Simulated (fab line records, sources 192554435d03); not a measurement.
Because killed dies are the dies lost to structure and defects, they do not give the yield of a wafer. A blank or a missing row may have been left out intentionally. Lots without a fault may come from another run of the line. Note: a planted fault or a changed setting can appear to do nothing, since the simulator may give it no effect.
fab line records | flow n5-finfet
record: lots: 5 | wafers: 12 | last-day: 14
route steps=1938 shown BEOL_M10@1476 PASSIVATION@1936
lots with no fault: from the same line, run without faults
start-h: the number of hours between the record's first day and the start of the first shown wafer of the lot | wait-h: how many hours have passed since the lot's step before this one | " identical to the entry in the row above | L1.1+2: one row covering several wafers at once | - no value, or no start given | * or withheld: withheld | < > ~ a bound
route shown NAME@n: NAME is a module with steps in the file, n the number in the route of the first one | usual: the fault-free wafers' mean and standard deviation | same: alike in all rows | chamber/n: place in a boat | sites: each site's reading | _std_site: how widely they spread, as a standard deviation | _edge_site: mean of outer sites minus mean of inner sites | radius-mm: how far each site lies from the wafer's centre | mask NAME#n: copy n | behind: tool/chamber where the wafer was last shaped | hold: why the lot went on hold/how many hours it stayed there/how the hold came to an end | device: the transistor (n, p or np) that didn't switch | end of line: at the end of the route, the tests of the same wafers | a step with no rows: only its recipe | killed: not the wafer's yield, but the dies lost to structure and defects at the first sort | map: dies across one wafer; x = killed, . = not, _ = none there
set.NAME: the setting that was run; set.NAME@STEP: the one run at that earlier step | model.NAME: the simulator's own value behind a step, which no gauge read
lots at some steps of the route; a table a step, a row a wafer
services: from which hour (start-h, from the record's first day; less than 0 if before it) a tool's chamber was out of use, for how many hours, and why
== steps ==
step: N5_BEOL_M10_COAT_60
recipe: resist: SiARC | temp-c: 220 | time-s: 60 | spin-rpm: 1500 | resist-thk-nm: 30
step: N5_BEOL_M10_COAT_05
recipe: resist: CAR-ArF | spin-rpm: 1500 | resist-thk-nm: 90
step: N5_BEOL_M10_EBR_07
recipe: solvent: PGMEA | ebr-width-mm: 1.5
step: N5_BEOL_M10_SOFTBAKE_06
recipe: temp-c: 110 | time-s: 60 | resist: CAR-ArF
step: N5_BEOL_M10_EXPOSE_08
recipe: mask-id: M10 | na: 1.35 | source-shape: dipole | sigma-inner: 0.411 | sigma-outer: 0.611 | polarization: te | dose-mj: 53.75
step: N5_BEOL_M10_PEB_09
recipe: peb-temp-c: withheld | peb-time-s: 60 | resist: CAR-ArF
step: N5_BEOL_M10_DEVELOP_10
recipe: develop-time-s: 30 | developer: TMAH | resist: CAR-ArF | rinse-liquid: diw | dry: air-spin | dev-temp-c: 23
step: N5_BEOL_M10_DESCUM_16
recipe: chemistry: O2 | time-s: 7.9 | source-power-w: 50 | bias-power-w: 20 | pressure-mtorr: 20 | rf-frequency-hz: 2.712e+07 | temp-c: 40 | resist: CAR-ArF | o2-flow-sccm: 225
step: N5_BEOL_M10_ETCH_61
recipe: chemistry: CF4 | target: SiARC | target-depth-a: 390 | mask-material: CAR-ArF | time-s: 65 | ion-energy-ev: 80 | pressure-mtorr: 40 | source-w: 545 | bias-w: 36 | Ar_flow_sccm: 100 | cf4-flow-sccm: 100 | ends: cleared
step: N5_BEOL_M10_ETCH_62
recipe: chemistry: N2/H2 | target: SOC | target-depth-a: 1100 | overetch-a: 220 | mask-material: SiARC | temp-c: 40 | time-s: 165 | ion-energy-ev: 200 | pressure-mtorr: 30 | source-w: 840 | bias-w: 150 | n2-flow-sccm: 200 | h2-flow-sccm: 200
usual: drypump-motor-current-A: 5.9/0.34 | oes-product-au: 0.69/0.068 | rf-vpp-V: 524.2/1.6 | showerhead-plenum-p-Torr: 2.55/0.052 | throttle-valve-pct: 17.82/0.3
lot.wafer | tool        | chamber | start-h | wait-h | drypump-motor-current-A | oes-product-au | rf-hours-counter-h | rf-vpp-V | showerhead-plenum-p-Torr | throttle-valve-pct | model.SiARC_of_BEOL_M10_COAT_60.thk-nm | model.BEOL_M10.cd-offset-nm
L193.1    | rie-diel-02 | 0       | 216.16  | 0.0    | 5.9                     | 0.62           | 174                | 524.3    | 2.55                     | 18.15              | 23.6                                   | -0.4
L193.4    | "           | 3       | "       | "      | 5.6                     | 0.59           | 230                | 525.6    | 2.60                     | 17.79              | 23.4                                   | 1.2
L193.5    | "           | 1       | "       | "      | 6.3                     | 0.71           | -                  | 523.4    | 2.58                     | 17.83              | 23.6                                   | 0
L204.5    | rie-diel-02 | 1       | 275.74  | 0.1    | 6.3                     | 0.68           | -                  | 524.5    | 2.57                     | 17.87              | 19.4                                   | 2
L204.6    | "           | 0       | "       | "      | 5.9                     | 0.61           | -                  | 524.3    | 2.54                     | 18.19              | 23.4                                   | 0.2
L203.2    | rie-diel-02 | 3       | 290.44  | 0.0    | 5.7                     | 0.83           | 2                  | 524.9    | 2.59                     | 17.41              | 18.8                                   | 2
L203.6    | "           | 2       | "       | "      | 6.0                     | 0.65           | -                  | 524.5    | 2.55                     | 17.62              | 23.8                                   | 0.8
L207.4    | rie-diel-02 | 2       | 295.24  | 0.0    | 6.0                     | 0.65           | 131                | 522.4    | 2.55                     | 17.63              | 23.6                                   | 0.4
L207.5    | "           | 2       | "       | "      | 6.0                     | 0.65           | -                  | 524.2    | 2.55                     | 17.62              | 19.8                                   | 2
L206.1    | rie-diel-04 | 1       | 295.28  | 0.0    | 6.6                     | 0.67           | 108                | 520.8    | 2.45                     | 17.82              | 23.6                                   | -0.6
L206.3    | "           | 2       | "       | "      | 5.4                     | 0.78           | 20                 | 524.5    | 2.60                     | 17.83              | 23.4                                   | 0
L206.5    | "           | 0       | "       | "      | 5.9                     | 0.71           | -                  | 525.2    | 2.58                     | 17.40              | 23.4                                   | 0
step: N5_BEOL_M10_STRIP_68
recipe: chemistry: N2/H2 | temp-c: 40 | n2-flow-sccm: 200 | h2-flow-sccm: 200 | rf-frequency-hz: 6e+07
step: N5_BEOL_M10_STRIP_67
recipe: chemistry: CF4 | resist: SiARC | power-w: 300 | bias-power-w: 75 | pressure-mtorr: 50 | cf4-flow-sccm: 150 | rf-frequency-hz: 6e+07
step: N5_BEOL_M10_HM_OPEN_17
recipe: chemistry: Cl2/BCl3 | target-depth-a: 200 | overetch-a: 60 | target: TiN | mask-material: SOC | ion-energy-ev: 150 | pressure-mtorr: 10 | icp-w: 1000 | bias-w: 126 | Cl2_flow_sccm: 53.25 | bcl3-flow-sccm: 21.75 | Ar_flow_sccm: 25
usual: drypump-motor-current-A: 5.43/0.22 | oes_ar_750_au: 0.78/0.095 | oes-product-au: 0.66/0.07 | throttle-valve-pct: 22.34/0.27
lot.wafer | tool         | chamber | start-h | wait-h | drypump-motor-current-A | oes_ar_750_au | oes-product-au | rf-hours-counter-h | throttle-valve-pct | model.BEOL_M10.cd-offset-nm
L193.1    | rie-metal-01 | 1       | 216.35  | 0.0    | 5.32                    | 0.83          | 0.70           | 22                 | 21.90              | -0.2
L193.4    | "            | 1       | "       | "      | 5.33                    | 0.83          | 0.71           | -                  | 21.91              | 1.2
L193.5    | "            | 1       | "       | "      | 5.31                    | 0.83          | 0.70           | -                  | 21.89              | 0.2
L204.5    | rie-metal-01 | 1       | 275.92  | 0.1    | 5.35                    | 0.81          | 0.70           | -                  | 21.90              | 2
L204.6    | "            | 0       | "       | "      | 5.47                    | 0.66          | 0.57           | -                  | 22.62              | 0.4
L203.2    | rie-metal-02 | 0       | 290.62  | 0.0    | 5.64                    | 0.70          | 0.62           | 51                 | 22.40              | 2
L203.6    | "            | 0       | "       | "      | 5.60                    | 0.69          | 0.62           | -                  | 22.38              | 0.8
L207.4    | rie-metal-01 | 1       | 295.46  | 0.1    | 5.34                    | 0.80          | 0.69           | -                  | 21.91              | 0.4
L207.5    | "            | 1       | "       | "      | 5.31                    | 0.80          | 0.68           | -                  | 21.90              | 2
L206.1    | rie-metal-02 | 1       | 295.47  | 0.0    | 5.06                    | 0.90          | 0.74           | 16                 | 22.50              | -0.6
L206.3    | "            | 0       | "       | "      | 5.66                    | 0.69          | 0.62           | -                  | 22.39              | 0
L206.5    | "            | 0       | "       | "      | 5.62                    | 0.70          | 0.62           | -                  | 22.38              | -0.2
step: N5_BEOL_M10_STRIP_19
recipe: chemistry: O2 | power-w: 400 | temp-c: 40 | pressure-mtorr: 30 | rf-frequency-hz: 6e+07 | bias-power-w: 0 | overash-fraction: 0.2 | o2-flow-sccm: 225
step: N5_BEOL_M10_CD_MEAS_18
recipe: pitch-nm: 140 | target-cd-nm: 70
usual: cd-nm: 70.1/0.64
lot.wafer | tool      | chamber | start-h | wait-h | cd-nm
L193.1    | cd-sem-01 | -       | 216.74  | 0.0    | 69.4
L193.4    | "         | -       | "       | "      | 71.1
L193.5    | "         | -       | "       | "      | 70.2
L204.5    | cd-sem-03 | -       | 276.05  | 0.0    | 72.0
L204.6    | "         | -       | "       | "      | 70.4
L203.2    | cd-sem-02 | -       | 290.84  | 0.1    | 71.4
L203.6    | "         | -       | "       | "      | 70.9
L207.4    | cd-sem-03 | -       | 295.61  | 0.1    | 70.5
L207.5    | "         | -       | "       | "      | 71.8
L206.1    | cd-sem-03 | -       | 295.65  | 0.0    | 69.5
L206.3    | "         | -       | "       | "      | 69.8
L206.5    | "         | -       | "       | "      | 69.5
step: N5_BEOL_M10_COAT_63
recipe: resist: SOC | temp-c: 250 | time-s: 60 | spin-rpm: 1500 | resist-thk-nm: 100
step: N5_BEOL_M10_COAT_64
recipe: resist: SiARC | temp-c: 220 | time-s: 60 | spin-rpm: 1500 | resist-thk-nm: 30
step: N5_BEOL_M10_COAT_22
recipe: resist: CAR-ArF | spin-rpm: 1500 | resist-thk-nm: 90
step: N5_BEOL_M10_EBR_24
recipe: solvent: PGMEA | ebr-width-mm: 1.5
step: N5_BEOL_M10_SOFTBAKE_23
recipe: temp-c: 110 | time-s: 60 | resist: CAR-ArF
step: N5_BEOL_M10_EXPOSE_25
recipe: mask-id: V9 | na: 1.35 | source-shape: annular | sigma-inner: 0.5 | sigma-outer: 0.8 | polarization: unpolarized | dose-mj: 85.5
step: N5_BEOL_M10_PEB_26
recipe: peb-temp-c: withheld | peb-time-s: 60 | resist: CAR-ArF
step: N5_BEOL_M10_DEVELOP_27
recipe: develop-time-s: 30 | developer: TMAH | resist: CAR-ArF | rinse-liquid: diw | dry: air-spin | dev-temp-c: 23
step: N5_BEOL_M10_DESCUM_33
recipe: chemistry: O2 | time-s: 7.9 | source-power-w: 50 | bias-power-w: 20 | pressure-mtorr: 20 | rf-frequency-hz: 2.712e+07 | temp-c: 40 | resist: CAR-ArF | o2-flow-sccm: 225
step: N5_BEOL_M10_ETCH_65
recipe: chemistry: CF4 | target: SiARC | target-depth-a: 390 | mask-material: CAR-ArF | time-s: 65 | ion-energy-ev: 80 | pressure-mtorr: 40 | source-w: 545 | bias-w: 36 | Ar_flow_sccm: 100 | cf4-flow-sccm: 100 | ends: cleared
step: N5_BEOL_M10_ETCH_66
recipe: chemistry: N2/H2 | target: SOC | target-depth-a: 1200 | overetch-a: 240 | mask-material: SiARC | temp-c: 40 | time-s: 180 | ion-energy-ev: 200 | pressure-mtorr: 30 | source-w: 840 | bias-w: 150 | n2-flow-sccm: 200 | h2-flow-sccm: 200
step: N5_BEOL_M10_STRIP_69
recipe: chemistry: N2/H2 | temp-c: 40 | n2-flow-sccm: 200 | h2-flow-sccm: 200 | rf-frequency-hz: 6e+07
step: N5_BEOL_M10_VIA_ETCH_34
recipe: chemistry: C4F6/O2 | target: SiCOH_lowk | target-depth-a: 1845 | mask-material: SOC | taper-deg: 4 | time-s: 69.2 | ion-energy-ev: 250 | pressure-mtorr: 30 | source-w: 345 | bias-w: 185 | Ar_flow_sccm: 300 | C4F6_flow_sccm: 10 | O2_flow_sccm: 10
step: N5_BEOL_M10_STRIP_73
recipe: chemistry: C4F6/O2 | resist: SiARC | rf-frequency-hz: 6e+07
step: N5_BEOL_M10_STRIP_36
recipe: chemistry: N2/H2 | power-w: 450 | temp-c: 40 | pressure-mtorr: 20 | rf-frequency-hz: 6e+07 | overash-fraction: 0.3 | bias-power-w: 7 | h2-frac: 0.5 | n2-flow-sccm: 200 | h2-flow-sccm: 200
step: N5_BEOL_M10_TRENCH_ETCH_37
recipe: chemistry: C4F6/O2 | target-depth-a: 1488.3 | target: SiCOH_lowk | time-s: 48 | ion-energy-ev: 250 | pressure-mtorr: 30 | source-w: 345 | bias-w: 185 | Ar_flow_sccm: 300 | C4F6_flow_sccm: 10 | O2_flow_sccm: 10
step: N5_BEOL_M10_ETCH_41
recipe: chemistry: CH3F/O2 | target: SiCN | target-depth-a: 426 | taper-deg: 2 | time-s: 86 | ion-energy-ev: 120 | mask-material: TiN | pressure-mtorr: 30 | source-w: 395 | bias-w: 75 | Ar_flow_sccm: 150 | CH3F_flow_sccm: 30 | O2_flow_sccm: 20
step: N5_BEOL_M10_STRIP_77
recipe: chemistry: N2/H2 | time-s: 10 | power-w: 450 | temp-c: 40 | pressure-mtorr: 20 | rf-frequency-hz: 6e+07 | bias-power-w: 7 | n2-flow-sccm: 200 | h2-flow-sccm: 200
step: N5_BEOL_M10_HM_STRIP_39
recipe: chemistry: peroxide-tin-strip | material: TiN | target-depth-a: 250 | temp-c: 50 | time-s: 158
step: N5_BEOL_M10_SRD_40
recipe: time-s: 30 | temp-c: 23 | rinse-liquid: diw | dry: ipa-marangoni
step: N5_PASSIVATION_PROBE_49
usual: defect-limited-yield: 91.1/1.4 | killed_at_M0_to_M3: 33/9.1 | killed_at_M4_up: 14/5.6 | killed-at-contacts: 13/5.7 | killed-at-front-end: 42/12 | killed-at-other: 4/3 | killed-dies: 105/16 | killed-open: 69/11 | killed-short: 34/7.5 | sort_bin_5_function: 5.2/0.91 | sort_bin_6_memory: 3.3/0.64 | sort-n-pass: 1075/16 | sort-yield-pct: 91.1/1.4
same: gross-dies: 1180 | killed-at-back-side: 0 | sort_bin_4_leakage[%]: 0 | sort_bin_8_speed[%]: 0
lot.wafer | tool      | chamber | start-h | wait-h | defect-limited-yield[%] | killed_at_M0_to_M3 | killed_at_M4_up | killed-at-contacts | killed-at-front-end | killed-at-other | killed-dies | killed-open | killed-short | sort_bin_5_function[%] | sort_bin_6_memory[%] | sort-n-pass | sort-yield-pct[%]
L193.1    | prober-02 | -       | 263.47  | 0.0    | 91.1                    | 25                 | 22              | 18                 | 36                  | 4               | 105         | 69          | 34           | 5.7                    | 2.9                  | 1075        | 91.1
L193.4    | prober-02 | -       | 263.62  | 0.2    | 91.7                    | 24                 | 13              | 25                 | 34                  | 2               | 98          | 62          | 33           | 5.0                    | 2.9                  | 1082        | 91.7
L193.5    | prober-02 | -       | 263.67  | 0.2    | 88.7                    | 34                 | 15              | 9                  | 63                  | 12              | 133         | 78          | 53           | 6.9                    | 3.8                  | 1047        | 88.7
L204.5    | prober-02 | -       | 326.70  | 0.2    | 91.5                    | 30                 | 14              | 11                 | 37                  | 8               | 100         | 73          | 25           | 5.1                    | 3.0                  | 1080        | 91.5
L204.6    | prober-02 | -       | 326.75  | 0.3    | 90.5                    | 53                 | 24              | 7                  | 25                  | 3               | 112         | 78          | 34           | 4.9                    | 4.3                  | 1068        | 90.5
L203.2    | prober-01 | -       | 340.78  | 0.1    | 87.4                    | 36                 | 20              | 10                 | 82                  | 1               | 149         | 100         | 48           | 7.8                    | 4.6                  | 1031        | 87.4
L206.1    | prober-01 | -       | 344.70  | 0.0    | 90.4                    | 29                 | 5               | 18                 | 52                  | 9               | 113         | 84          | 28           | 5.9                    | 3.5                  | 1067        | 90.4
L206.3    | prober-01 | -       | 344.80  | 0.1    | 89.3                    | 35                 | 15              | 21                 | 51                  | 4               | 126         | 86          | 38           | 6.9                    | 3.4                  | 1054        | 89.3
L206.5    | prober-01 | -       | 344.90  | 0.2    | 91.4                    | 28                 | 17              | 14                 | 41                  | 2               | 102         | 63          | 34           | 4.3                    | 3.7                  | 1078        | 91.4
L207.5    | prober-02 | -       | 346.19  | 0.2    | 91.3                    | 25                 | 17              | 11                 | 47                  | 3               | 103         | 68          | 32           | 4.7                    | 3.8                  | 1077        | 91.3
killed by level:class
L193.1 MOL_CONTACT_COAG:geometric-particle:open=16 BEOL_M4:geometric-particle:open=12 FIN_SAQP:geometric-particle:open=9 BEOL_M2:geometric-particle:open=9 BEOL_M0_SAQP:geometric-particle:short=5 STARTING-WAFER:geometric-particle:short=5 BEOL_M4:geometric-particle:short=4 STI_FIN_REVEAL:geometric-particle:open=4
L193.4 MOL_CONTACT_COAG:geometric-particle:open=20 GATE_CUT:geometric-particle:open=6 FIN_SAQP:geometric-particle:short=5 GATE_CUT:geometric-particle:short=5 BEOL_M0_SAQP:geometric-particle:open=5 BEOL_M0_SAQP:geometric-particle:short=5 BEOL_M8:geometric-particle:open=5 MOL_CONTACT_COAG:geometric-particle:short=4
L193.5 FIN_SAQP:geometric-particle:open=16 FIN_SAQP:geometric-particle:short=16 BEOL_M0_SAQP:geometric-particle:short=12 MOL_CONTACT_COAG:geometric-particle:open=8 STARTING-WAFER:geometric-particle:open=8 GATE_CUT:geometric-particle:short=6 PAD_METAL:geometric-particle:open=6 BEOL_M0_SAQP:geometric-particle:open=6
L204.5 MOL_CONTACT_COAG:geometric-particle:open=10 BEOL_M4:geometric-particle:open=10 FIN_SAQP:geometric-particle:open=8 ILD0:geometric-particle:open=7 BEOL_M0_SAQP:geometric-particle:open=7 FIN_SAQP:geometric-particle:short=5 DUMMY_GATE:geometric-particle:open=5 BEOL_M3:geometric-particle:open=5
L204.6 BEOL_M0_SAQP:geometric-particle:short=13 BEOL_M4:geometric-particle:open=12 BEOL_M3:geometric-particle:open=11 BEOL_M1:geometric-particle:open=8 STI_FIN_REVEAL:geometric-particle:open=7 BEOL_M0_SAQP:geometric-particle:open=7 MOL_CONTACT_COAG:geometric-particle:open=7 BEOL_M2:geometric-particle:open=5
L203.2 STI_FIN_REVEAL:geometric-particle:open=36 BEOL_M3:geometric-particle:open=12 BEOL_M4:geometric-particle:open=10 FIN_SAQP:geometric-particle:short=9 FIN_SAQP:geometric-particle:open=7 STI_FIN_REVEAL:geometric-particle:short=7 MOL_CONTACT_COAG:geometric-particle:open=6 BEOL_M2:geometric-particle:open=5
L206.1 FIN_SAQP:geometric-particle:open=18 MOL_CONTACT_COAG:geometric-particle:open=15 STI_FIN_REVEAL:geometric-particle:open=11 BEOL_M1:geometric-particle:open=7 BEOL_M3:geometric-particle:open=7 FIN_SAQP:geometric-particle:short=6 BEOL_M2:geometric-particle:open=5 BEOL_M3:geometric-particle:short=5
L206.3 STI_FIN_REVEAL:geometric-particle:open=29 MOL_CONTACT_COAG:geometric-particle:open=15 BEOL_M3:geometric-particle:open=12 BEOL_M2:geometric-particle:open=8 MOL_CONTACT_COAG:geometric-particle:short=6 BEOL_M0_SAQP:geometric-particle:short=6 BEOL_M5:geometric-particle:short=5 FIN_SAQP:geometric-particle:short=3
L206.5 STI_FIN_REVEAL:geometric-particle:open=10 BEOL_M2:geometric-particle:open=10 MOL_CONTACT_COAG:geometric-particle:open=9 BEOL_M3:geometric-particle:open=8 BEOL_M4:geometric-particle:open=8 FIN_SAQP:geometric-particle:short=5 MOL_CONTACT_COAG:geometric-particle:short=5 BEOL_M4:geometric-particle:short=5
L207.5 STI_FIN_REVEAL:geometric-particle:open=17 GATE_CUT:geometric-particle:short=9 MOL_CONTACT_COAG:geometric-particle:open=8 FIN_SAQP:geometric-particle:open=7 BEOL_M1:geometric-particle:open=7 BEOL_M0_SAQP:geometric-particle:open=6 BEOL_M4:geometric-particle:open=5 STI_FIN_REVEAL:geometric-particle:short=4
== services ==
tool        | chamber | start-h | hours | kind
rie-diel-04 | 2       | 220.67  | -     | clean
rie-diel-04 | 2       | 220.67  | -     | consumable-replace:focus-ring
rie-diel-04 | 2       | 220.67  | 14.0  | scheduled-down
rie-diel-04 | 2       | 220.67  | 14.0  | vent-cycle
rie-diel-02 | 2       | 231.84  | 21.6  | repair
rie-diel-04 | 3       | 234.81  | -     | clean
rie-diel-04 | 3       | 234.81  | -     | consumable-replace:focus-ring
rie-diel-04 | 3       | 234.81  | 14.7  | scheduled-down
rie-diel-04 | 3       | 234.81  | 14.7  | vent-cycle
rie-diel-02 | 3       | 264.19  | -     | clean
rie-diel-02 | 3       | 264.19  | -     | consumable-replace:focus-ring
rie-diel-02 | 3       | 264.19  | 19.1  | scheduled-down
rie-diel-02 | 3       | 264.19  | 19.1  | vent-cycle
rie-diel-04 | 2       | 265.77  | 9.3   | repair
== key ==
first-sign: step: N5_BEOL_M10_CD_MEAS_18 | reading: cd-nm | direction: up | sigmas: 2.6 | usual: 70.1 | struck: 71.7
effect none on later readings
model-effect: step: N5_BEOL_M10_ETCH_62 | value: SiARC_of_BEOL_M10_COAT_60.thk-nm | without: 23.47 | struck: 19.33
model-effect: step: N5_BEOL_M10_HM_OPEN_17 | value: BEOL_M10.cd-offset-nm | without: 0 | struck: 2
met-at N5_BEOL_M10_ETCH_62
struck-wafers L203.2,L204.5,L207.5
onset-between 216.16 275.74
fault: kind: process-parameter-drift | tool: rie-diel-02 | chamber: - | onset-h: 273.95 | steps: N5_BEOL_M10_ETCH_62 | channel: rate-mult | offset: 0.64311 | shape: step | end-h: 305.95 | scope: struck-wafers-only
